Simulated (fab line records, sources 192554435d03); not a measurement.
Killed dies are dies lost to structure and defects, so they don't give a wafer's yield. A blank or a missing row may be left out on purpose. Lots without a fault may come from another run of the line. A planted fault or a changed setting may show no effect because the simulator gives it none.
Chamber matching | flow n5_finfet | N5_BEOL_M10_ILD_DEP_00 on pecvd-01: 3 sister chambers
The step deposits SiCOH lowk from DEMS/porogen, target thk 308.51 nm, time 58 s. 16 wafers are shown with their chamber, then 8 later ones without.

WAFERS WITH THEIR CHAMBER
wafer  | chamber | throttle_valve_pct (%) | heater_power_w (W) | showerhead_plenum_p_Torr (Torr)
L079.1 | 1       | 13.9                   | 347                | 5.750
L079.2 | 2       | 13.1                   | 370                | 5.746
L079.4 | 2       | 13.1                   | 379                | 5.740
L082.2 | 2       | 12.9                   | 343                | 5.734
L082.3 | 1       | 13.8                   | 342                | 5.738
L082.6 | 1       | 13.7                   | 270                | 5.749
L081.1 | 1       | 13.7                   | 300                | 5.747
L081.3 | 0       | 13.4                   | 271                | 5.704
L081.6 | 0       | 13.2                   | 275                | 5.722
L084.1 | 0       | 13.7                   | 308                | 5.734
L084.2 | 1       | 14.0                   | 312                | 5.741
L084.4 | 2       | 13.0                   | 397                | 5.750
L086.2 | 0       | 13.4                   | 294                | 5.733
L086.3 | 1       | 13.9                   | 337                | 5.737
L086.4 | 1       | 13.7                   | 347                | 5.762
L091.1 | 0       | 13.3                   | 265                | 5.720

SIGNATURES (means of the wafers above)
reading                  | chamber 0 | chamber 1 | chamber 2 | scatter within a chamber
throttle_valve_pct       | 13.400    | 13.814    | 13.025    | 0.14
heater_power_w           | 282.60    | 322.14    | 372.25    | 24.7
showerhead_plenum_p_Torr | 5.72260   | 5.74629   | 5.74250   | 0.00957
Rule: a wafer's distance from a chamber is the root of the sum, over the readings, of the square of ((its reading less the chamber's mean) divided by the reading's scatter). The wafer belongs to the nearest chamber; if the next one is less than 2 further off, it can't be placed. The scatter: the root of (the sum of the squares of (reading less its chamber's mean) over the shown wafers, divided by (wafers less chambers)).

WAFERS WITHOUT THEIR CHAMBER
wafer  | throttle_valve_pct (%) | heater_power_w (W) | showerhead_plenum_p_Torr (Torr)
L091.4 | 13.1                   | 261                | 5.731
L091.5 | 13.8                   | 326                | 5.737
L092.1 | 13.8                   | 284                | 5.757
L092.2 | 13.6                   | 311                | 5.723
L092.4 | 13.8                   | 294                | 5.750
L096.1 | 13.5                   | 290                | 5.756
L096.2 | 13.0                   | 359                | 5.756
L096.3 | 13.8                   | 325                | 5.740

WHICH CHAMBER EACH WENT THROUGH
wafer  | from the rows above     | in truth
L091.4 | 0                       | 0
L091.5 | 1                       | 1
L092.1 | 1                       | 1
L092.2 | can't be placed: 0 or 1 | 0
L092.4 | 1                       | 1
L096.1 | can't be placed: 1 or 0 | 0
L096.2 | 2                       | 2
L096.3 | 1                       | 1
Placed correctly: 6 of 8. Can't be placed from these rows: 2 (the true chamber is among the candidates in 2). Placed wrongly: 0.
